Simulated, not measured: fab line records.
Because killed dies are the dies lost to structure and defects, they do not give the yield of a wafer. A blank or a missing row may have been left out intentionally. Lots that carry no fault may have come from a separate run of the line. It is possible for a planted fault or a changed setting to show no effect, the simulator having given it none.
Which tool did it? :: flow n5-finfet :: 9 lots, 27 wafers sampled, at 5 steps of a route of 1938

WHAT EACH GAUGE READ, for each wafer
N5_BEOL_M4_RC_MEAS_101.
lot: L334
measured: day 8 02:38
on: prober-01
DIBL_N (mV/V): 37.6 37.3 38.0
DIBL_P (mV/V): 39.4 37.8 39.2
IOFF_N (nA/um): 0.203 0.181 0.197
IOFF_P (nA/um): 0.29 0.25 0.28
ION_N (uA/um): 694 679 679
ION_P (uA/um): 475 466 470
SS_N (mV/dec): 71.2 71.3 71.7
SS_P (mV/dec): 74.3 73.5 74.9
VT_N (mV): 245.8 249.1 247.4
VT_P (mV): -247 -248 -246

lot: L336
measured: day 8 13:56
on: prober-02
DIBL_N (mV/V): 36.8 37.9 37.9
DIBL_P (mV/V): 36.8 38.8 37.6
IOFF_N (nA/um): 0.162 0.184 0.190
IOFF_P (nA/um): 0.26 0.29 0.26
ION_N (uA/um): 690 689 704
ION_P (uA/um): 482 479 486
SS_N (mV/dec): 71.3 71.8 71.9
SS_P (mV/dec): 73.5 74.2 73.5
VT_N (mV): 248.8 249.6 246.3
VT_P (mV): -246 -242 -246

lot: L342
measured: day 9 17:22
on: prober-01
DIBL_N (mV/V): 38.6 35.1 37.7
DIBL_P (mV/V): 40.4 36.2 38.2
IOFF_N (nA/um): 0.222 0.148 0.178
IOFF_P (nA/um): 0.23 0.16 0.20
ION_N (uA/um): 688 680 673
ION_P (uA/um): 457 458 457
SS_N (mV/dec): 71.9 70.8 72.5
SS_P (mV/dec): 74.1 72.7 73.5
VT_N (mV): 245.8 249.5 249.2
VT_P (mV): -253 -257 -254

lot: L343
measured: day 10 00:07
on: prober-02
DIBL_N (mV/V): 40.3 36.5 38.9
DIBL_P (mV/V): 41.8 36.5 41.4
IOFF_N (nA/um): 0.264 0.150 0.217
IOFF_P (nA/um): 0.28 0.18 0.27
ION_N (uA/um): 698 660 677
ION_P (uA/um): 468 452 467
SS_N (mV/dec): 72.5 70.7 72.4
SS_P (mV/dec): 74.9 74.0 74.1
VT_N (mV): 243.8 251.1 244.8
VT_P (mV): -250 -253 -249

lot: L347
measured: day 11 06:49
on: prober-02
DIBL_N (mV/V): 41.2 36.5 35.5
DIBL_P (mV/V): 40.8 34.4 32.9
IOFF_N (nA/um): 0.240 0.138 0.124
IOFF_P (nA/um): 0.32 0.21 0.18
ION_N (uA/um): 677 662 657
ION_P (uA/um): 468 464 455
SS_N (mV/dec): 72.2 71.1 71.1
SS_P (mV/dec): 76.2 73.5 72.4
VT_N (mV): 245.5 253.0 253.3
VT_P (mV): -248 -251 -249

lot: L348
measured: day 11 08:31
on: prober-02
DIBL_N (mV/V): 36.5 35.7 38.2
DIBL_P (mV/V): 37.7 37.1 39.7
IOFF_N (nA/um): 0.184 0.152 0.230
IOFF_P (nA/um): 0.21 0.19 0.24
ION_N (uA/um): 686 682 697
ION_P (uA/um): 463 471 476
SS_N (mV/dec): 71.9 71.7 73.2
SS_P (mV/dec): 73.9 72.8 74.2
VT_N (mV): 245.8 249.9 242.6
VT_P (mV): -253 -254 -250

lot: L349
measured: day 11 22:59
on: prober-01
DIBL_N (mV/V): 37.2 38.1 35.6
DIBL_P (mV/V): 37.4 38.0 35.5
IOFF_N (nA/um): 0.178 0.182 0.146
IOFF_P (nA/um): 0.23 0.25 0.20
ION_N (uA/um): 690 689 683
ION_P (uA/um): 467 470 468
SS_N (mV/dec): 71.8 71.6 70.7
SS_P (mV/dec): 72.4 73.9 72.7
VT_N (mV): 245.2 247.6 251.3
VT_P (mV): -249 -247 -249

lot: L350
measured: day 12 05:23
on: prober-01
DIBL_N (mV/V): 35.7 33.8 37.9
DIBL_P (mV/V): 36.8 33.9 39.5
IOFF_N (nA/um): 0.139 0.118 0.169
IOFF_P (nA/um): 0.22 0.17 0.27
ION_N (uA/um): 681 674 676
ION_P (uA/um): 472 468 471
SS_N (mV/dec): 71.1 70.9 71.7
SS_P (mV/dec): 73.4 72.4 73.9
VT_N (mV): 252.4 253.6 244.6
VT_P (mV): -251 -252 -246

lot: L354
measured: day 13 00:08
on: prober-02
DIBL_N (mV/V): 39.5 36.3 37.7
DIBL_P (mV/V): 39.8 36.0 37.7
IOFF_N (nA/um): 0.233 0.149 0.182
IOFF_P (nA/um): 0.28 0.21 0.23
ION_N (uA/um): 712 687 695
ION_P (uA/um): 478 472 476
SS_N (mV/dec): 71.8 71.4 72.2
SS_P (mV/dec): 74.5 73.2 73.2
VT_N (mV): 244.4 250.9 248.9
VT_P (mV): -247 -249 -250

WHICH TOOL RAN EACH LOT (tool, then ch and the chambers of the sampled wafers, then the start)
lot: L334
N5_GATE_CUT_DESCUM_18: rie-diel-03 ch 0,1,2, day 4 23:50
N5_GATE_CUT_CUT_ETCH_53: rie-metal-02 ch 0,1, day 5 00:14
N5_GATE_CUT_CUT_ETCH_54: rie-metal-02 ch 0,1, day 5 00:18
N5_GATE_CUT_ETCH_47: rie-metal-02 ch 0,1, day 5 00:23

lot: L336
N5_GATE_CUT_DESCUM_18: rie-diel-04 ch 0,2,3, day 5 05:35
N5_GATE_CUT_CUT_ETCH_53: rie-metal-02 ch 0,1, day 5 05:59
N5_GATE_CUT_CUT_ETCH_54: rie-metal-02 ch 0,1, day 5 06:03
N5_GATE_CUT_ETCH_47: rie-metal-02 ch 0,1, day 5 06:08

lot: L342
N5_GATE_CUT_DESCUM_18: rie-diel-04 ch 0,2,3, day 6 19:47
N5_GATE_CUT_CUT_ETCH_53: rie-metal-02 ch 0,1, day 6 20:11
N5_GATE_CUT_CUT_ETCH_54: rie-metal-02 ch 0,1, day 6 20:15
N5_GATE_CUT_ETCH_47: rie-metal-02 ch 0,1, day 6 20:20

lot: L343
N5_GATE_CUT_DESCUM_18: rie-diel-04 ch 0,1,3, day 7 06:00
N5_GATE_CUT_CUT_ETCH_53: rie-metal-02 ch 0,1, day 7 06:24
N5_GATE_CUT_CUT_ETCH_54: rie-metal-02 ch 0,1, day 7 06:28
N5_GATE_CUT_ETCH_47: rie-metal-02 ch 0,1, day 7 06:33

lot: L347
N5_GATE_CUT_DESCUM_18: rie-diel-04 ch 0,1,3, day 7 23:26
N5_GATE_CUT_CUT_ETCH_53: rie-metal-01 ch 0,1, day 7 23:52
N5_GATE_CUT_CUT_ETCH_54: rie-metal-01 ch 0,1, day 7 23:55
N5_GATE_CUT_ETCH_47: rie-metal-01 ch 0,1, day 8 00:00

lot: L348
N5_GATE_CUT_DESCUM_18: rie-diel-04 ch 1,3, day 8 06:31
N5_GATE_CUT_CUT_ETCH_53: rie-metal-01 ch 0,1, day 8 06:54
N5_GATE_CUT_CUT_ETCH_54: rie-metal-01 ch 0,1, day 8 06:58
N5_GATE_CUT_ETCH_47: rie-metal-01 ch 0,1, day 8 07:03

lot: L349
N5_GATE_CUT_DESCUM_18: rie-diel-04 ch 0,3, day 8 10:25
N5_GATE_CUT_CUT_ETCH_53: rie-metal-03 ch 0,1, day 8 10:48
N5_GATE_CUT_CUT_ETCH_54: rie-metal-03 ch 0,1, day 8 10:52
N5_GATE_CUT_ETCH_47: rie-metal-03 ch 0,1, day 8 10:57

lot: L350
N5_GATE_CUT_DESCUM_18: rie-diel-05 ch 0,2, day 8 21:13
N5_GATE_CUT_CUT_ETCH_53: rie-metal-01 ch 0,1, day 8 21:37
N5_GATE_CUT_CUT_ETCH_54: rie-metal-01 ch 0,1, day 8 21:40
N5_GATE_CUT_ETCH_47: rie-metal-01 ch 0,1, day 8 21:46

lot: L354
N5_GATE_CUT_DESCUM_18: rie-diel-04 ch 0,1,2, day 9 17:47
N5_GATE_CUT_CUT_ETCH_53: rie-metal-03 ch 0,1, day 9 18:11
N5_GATE_CUT_CUT_ETCH_54: rie-metal-03 ch 0,1, day 9 18:15
N5_GATE_CUT_ETCH_47: rie-metal-03 ch 0,1, day 9 18:20
- N5_GATE_CUT_DESCUM_18: chemistry O2, time 7 s.
- N5_GATE_CUT_CUT_ETCH_53: etches W in SF6/Cl2, target depth 79.2 nm.
- N5_GATE_CUT_CUT_ETCH_54: etches TiN in Cl2/BCl3, target depth 96.7 nm.
- N5_GATE_CUT_ETCH_47: etches SiO2 in Cl2/BCl3, target depth 10 nm.

AS READ BY THE TOOLS THEMSELVES (means over the sampled wafers that have a number; for cases with no such wafer, the mark the record gives instead)
N5_GATE_CUT_DESCUM_18.
lot: L334
tool: rie-diel-03
drypump-motor-current-A (A): 5.84
oes-product-au (a.u.): 0.77
rf-vpp-V (V): 243.0
showerhead-plenum-p-Torr (Torr): 2.11
throttle-valve-pct (%): 20.59

lot: L336
tool: rie-diel-04
drypump-motor-current-A (A): 5.77
oes-product-au (a.u.): 0.74
rf-vpp-V (V): 241.6
showerhead-plenum-p-Torr (Torr): 2.02
throttle-valve-pct (%): 20.50

lot: L342
tool: rie-diel-04
drypump-motor-current-A (A): 5.78
oes-product-au (a.u.): 0.73
rf-vpp-V (V): 242.0
showerhead-plenum-p-Torr (Torr): 2.01
throttle-valve-pct (%): 20.52

lot: L343
tool: rie-diel-04
drypump-motor-current-A (A): 5.91
oes-product-au (a.u.): 0.78
rf-vpp-V (V): 243.0
showerhead-plenum-p-Torr (Torr): 2.04
throttle-valve-pct (%): 20.44

lot: L347
tool: rie-diel-04
drypump-motor-current-A (A): 5.92
oes-product-au (a.u.): 0.78
rf-vpp-V (V): 242.5
showerhead-plenum-p-Torr (Torr): 2.04
throttle-valve-pct (%): 20.44

lot: L348
tool: rie-diel-04
drypump-motor-current-A (A): 6.08
oes-product-au (a.u.): 0.82
rf-vpp-V (V): 242.5
showerhead-plenum-p-Torr (Torr): 2.05
throttle-valve-pct (%): 20.34

lot: L349
tool: rie-diel-04
drypump-motor-current-A (A): 5.96
oes-product-au (a.u.): 0.74
rf-vpp-V (V): 241.8
showerhead-plenum-p-Torr (Torr): 2.05
throttle-valve-pct (%): 20.62

lot: L350
tool: rie-diel-05
drypump-motor-current-A (A): 5.81
oes-product-au (a.u.): 0.81
rf-vpp-V (V): 244.4
showerhead-plenum-p-Torr (Torr): 2.18
throttle-valve-pct (%): 20.70

lot: L354
tool: rie-diel-04
drypump-motor-current-A (A): 5.72
oes-product-au (a.u.): 0.82
rf-vpp-V (V): 242.6
showerhead-plenum-p-Torr (Torr): 2.08
throttle-valve-pct (%): 20.25

N5_GATE_CUT_CUT_ETCH_53.
lot: L334
tool: rie-metal-02
drypump-motor-current-A (A): 5.5
etch-rf-on-time-s (s): 25.9
oes-product-au (a.u.): 0.59
rf-fwd-power-W (W): 878
throttle-valve-pct (%): 29.2

lot: L336
tool: rie-metal-02
drypump-motor-current-A (A): 5.5
etch-rf-on-time-s (s): 26.6
oes-product-au (a.u.): 0.58
rf-fwd-power-W (W): 879
throttle-valve-pct (%): 29.2

lot: L342
tool: rie-metal-02
drypump-motor-current-A (A): 5.5
etch-rf-on-time-s (s): 33.6
oes-product-au (a.u.): 0.51
rf-fwd-power-W (W): 661
throttle-valve-pct (%): 29.1

lot: L343
tool: rie-metal-02
drypump-motor-current-A (A): 5.5
etch-rf-on-time-s (s): 33.9
oes-product-au (a.u.): 0.50
rf-fwd-power-W (W): 660
throttle-valve-pct (%): 29.1

lot: L347
tool: rie-metal-01
drypump-motor-current-A (A): 5.6
etch-rf-on-time-s (s): 26.3
oes-product-au (a.u.): 0.76
rf-fwd-power-W (W): 879
throttle-valve-pct (%): 29.2

lot: L348
tool: rie-metal-01
drypump-motor-current-A (A): 5.4
etch-rf-on-time-s (s): 25.8
oes-product-au (a.u.): 0.78
rf-fwd-power-W (W): 878
throttle-valve-pct (%): 29.1

lot: L349
tool: rie-metal-03
drypump-motor-current-A (A): 5.9
etch-rf-on-time-s (s): 26.0
oes-product-au (a.u.): 0.78
rf-fwd-power-W (W): 881
throttle-valve-pct (%): 28.4

lot: L350
tool: rie-metal-01
drypump-motor-current-A (A): 5.4
etch-rf-on-time-s (s): 25.9
oes-product-au (a.u.): 0.77
rf-fwd-power-W (W): 877
throttle-valve-pct (%): 29.1

lot: L354
tool: rie-metal-03
drypump-motor-current-A (A): 5.4
etch-rf-on-time-s (s): 25.7
oes-product-au (a.u.): 0.78
rf-fwd-power-W (W): 878
throttle-valve-pct (%): 28.6

N5_GATE_CUT_CUT_ETCH_54.
lot: L334
tool: rie-metal-02
drypump-motor-current-A (A): 5.5
etch-rf-on-time-s (s): 37.0
oes-product-au (a.u.): 0.59
rf-fwd-power-W (W): 975
throttle-valve-pct (%): 22.4

lot: L336
tool: rie-metal-02
drypump-motor-current-A (A): 5.5
etch-rf-on-time-s (s): 36.9
oes-product-au (a.u.): 0.58
rf-fwd-power-W (W): 975
throttle-valve-pct (%): 22.4

lot: L342
tool: rie-metal-02
drypump-motor-current-A (A): 5.5
etch-rf-on-time-s (s): 37.2
oes-product-au (a.u.): 0.58
rf-fwd-power-W (W): 977
throttle-valve-pct (%): 22.5

lot: L343
tool: rie-metal-02
drypump-motor-current-A (A): 5.5
etch-rf-on-time-s (s): 36.9
oes-product-au (a.u.): 0.58
rf-fwd-power-W (W): 971
throttle-valve-pct (%): 22.5

lot: L347
tool: rie-metal-01
drypump-motor-current-A (A): 5.6
etch-rf-on-time-s (s): 36.8
oes-product-au (a.u.): 0.76
rf-fwd-power-W (W): 977
throttle-valve-pct (%): 22.4

lot: L348
tool: rie-metal-01
drypump-motor-current-A (A): 5.4
etch-rf-on-time-s (s): 36.0
oes-product-au (a.u.): 0.78
rf-fwd-power-W (W): 978
throttle-valve-pct (%): 22.4

lot: L349
tool: rie-metal-03
drypump-motor-current-A (A): 5.8
etch-rf-on-time-s (s): 36.0
oes-product-au (a.u.): 0.79
rf-fwd-power-W (W): 982
throttle-valve-pct (%): 21.8

lot: L350
tool: rie-metal-01
drypump-motor-current-A (A): 5.4
etch-rf-on-time-s (s): 36.2
oes-product-au (a.u.): 0.77
rf-fwd-power-W (W): 980
throttle-valve-pct (%): 22.4

lot: L354
tool: rie-metal-03
drypump-motor-current-A (A): 5.3
etch-rf-on-time-s (s): 36.3
oes-product-au (a.u.): 0.77
rf-fwd-power-W (W): 982
throttle-valve-pct (%): 22.0

N5_GATE_CUT_ETCH_47.
lot: L334
tool: rie-metal-02
drypump-motor-current-A (A): 5.5
oes-product-au (a.u.): 0.65
rf-fwd-power-W (W): 976
throttle-valve-pct (%): 23.0

lot: L336
tool: rie-metal-02
drypump-motor-current-A (A): 5.5
oes-product-au (a.u.): 0.64
rf-fwd-power-W (W): 972
throttle-valve-pct (%): 23.0

lot: L342
tool: rie-metal-02
drypump-motor-current-A (A): 5.5
oes-product-au (a.u.): 0.64
rf-fwd-power-W (W): 973
throttle-valve-pct (%): 23.0

lot: L343
tool: rie-metal-02
drypump-motor-current-A (A): 5.5
oes-product-au (a.u.): 0.64
rf-fwd-power-W (W): 976
throttle-valve-pct (%): 23.0

lot: L347
tool: rie-metal-01
drypump-motor-current-A (A): 5.6
oes-product-au (a.u.): 0.83
rf-fwd-power-W (W): 980
throttle-valve-pct (%): 22.9

lot: L348
tool: rie-metal-01
drypump-motor-current-A (A): 5.4
oes-product-au (a.u.): 0.85
rf-fwd-power-W (W): 978
throttle-valve-pct (%): 22.9

lot: L349
tool: rie-metal-03
drypump-motor-current-A (A): 5.9
oes-product-au (a.u.): 0.87
rf-fwd-power-W (W): 985
throttle-valve-pct (%): 22.4

lot: L350
tool: rie-metal-01
drypump-motor-current-A (A): 5.4
oes-product-au (a.u.): 0.85
rf-fwd-power-W (W): 982
throttle-valve-pct (%): 22.9

lot: L354
tool: rie-metal-03
drypump-motor-current-A (A): 5.3
oes-product-au (a.u.): 0.86
rf-fwd-power-W (W): 980
throttle-valve-pct (%): 22.5

THE ANSWER, worked out from the rows above alone
Rule: usual is defined by the lots themselves. Put in order of their means at a reading, lots are off if they are a third of the lots or fewer, leave a main group of 4 or more, and stand apart from it by a gap of 3 or more times the standard deviation of the main group's means; of several such gaps the widest counts. If all means in a main group match to the digits the tables above print for the reading, that group is not used. Also off: a lot with no number at a reading for which 4 or more lots have one. The other lots that the step has rows for count as sound. First the gauges in route order, then the tools' own readings, where a lot's mean is used as printed above. The first step at which some lot is off is used, and at that step the reading that is off furthest; a lot without a number counts as furthest.
Off at N5_GATE_CUT_CUT_ETCH_53 (rf-fwd-power-W): L342, L343. Mean 879 W and standard deviation 1.2 in the main group.
If a tool, at that step or one of the process steps before it, ran each lot that is off and ran no sound lot following the first of them, it fits. One fits: N5_GATE_CUT_CUT_ETCH_53 on rie-metal-02. A fault onset in the window from L336 (day 5 05:59, its last sound lot) to L342 (day 6 20:11, its first lot off) fits.
The tool's own readings at N5_GATE_CUT_CUT_ETCH_53 bear it out: on the lots that are off they differ by more than 5 times the standard deviation of the sound lots' means. etch-rf-on-time-s reads 33.8 s there against 26.0 s on the sound lots; rf-fwd-power-W reads 660 W there against 879 W on the sound lots.

WHAT THE SIMULATOR PUT IN
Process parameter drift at N5_GATE_CUT_CUT_ETCH_53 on rie-metal-02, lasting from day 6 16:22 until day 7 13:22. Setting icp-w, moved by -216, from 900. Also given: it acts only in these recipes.
Shown lots that were struck: L342, L343. The rule above found the same.
